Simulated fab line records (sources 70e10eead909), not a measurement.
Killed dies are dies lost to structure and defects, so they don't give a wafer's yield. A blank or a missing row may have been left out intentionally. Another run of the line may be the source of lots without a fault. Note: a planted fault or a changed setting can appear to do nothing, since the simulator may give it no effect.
Matching of chambers    flow nand-harc    NHARC_P_BONDPAD_CMP_32 on cmp-01 has 4 sister chambers
The step polishes SiCN, target thk 200 nm. 4 wafers are shown with their chamber, then 12 later ones without.

== EACH WAFER AND ITS CHAMBER ==
wafer   chamber  motor-current-A (A)
L091.6  0        9.8
L092.2  1        11.9
L093.4  3        11.7
L093.6  2        10.6

== WAFERS MISSING THEIR CHAMBER ==
wafer   motor-current-A (A)
L093.1  9.5
L093.3  11.6
L093.5  11.8
L095.1  11.4
L095.3  10.1
L095.4  9.8
L096.1  10.7
L096.4  9.4
L096.6  10.9
L097.1  10.7
L097.2  9.5
L097.5  11.6

== WHICH CHAMBER EACH ONE RAN IN ==
wafer    from the rows above       in truth
L093.1   0                         0
L093.3   can't be placed: 3 or 1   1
L093.5   can't be placed: 1 or 3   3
L095.1   can't be placed: 3 or 1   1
L095.3   can't be placed: 0 or 2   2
L095.4   0                         0
L096.1   2                         2
L096.4   0                         0
L096.6   2                         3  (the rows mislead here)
L097.1   2                         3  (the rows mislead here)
L097.2   0                         0
L097.5   can't be placed: 3 or 1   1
Placed correctly: 5 of 12. Cannot be placed on the basis of these rows: 5; the candidates contain the true chamber in 5. Number placed wrongly: 2.
How it was worked out, from the rows above alone: a wafer's distance from a chamber is the root of the sum, over the readings, of the square of ((its reading less the chamber's mean) divided by the reading's scatter). The wafer belongs to the nearest chamber; if the next one is less than 2 further off, it can't be placed. A chamber's mean is the mean of its shown wafers. The scatter (one wafer shown for each chamber): square how far every hidden wafer sits from the nearest shown wafer, average those squares and take the square root.
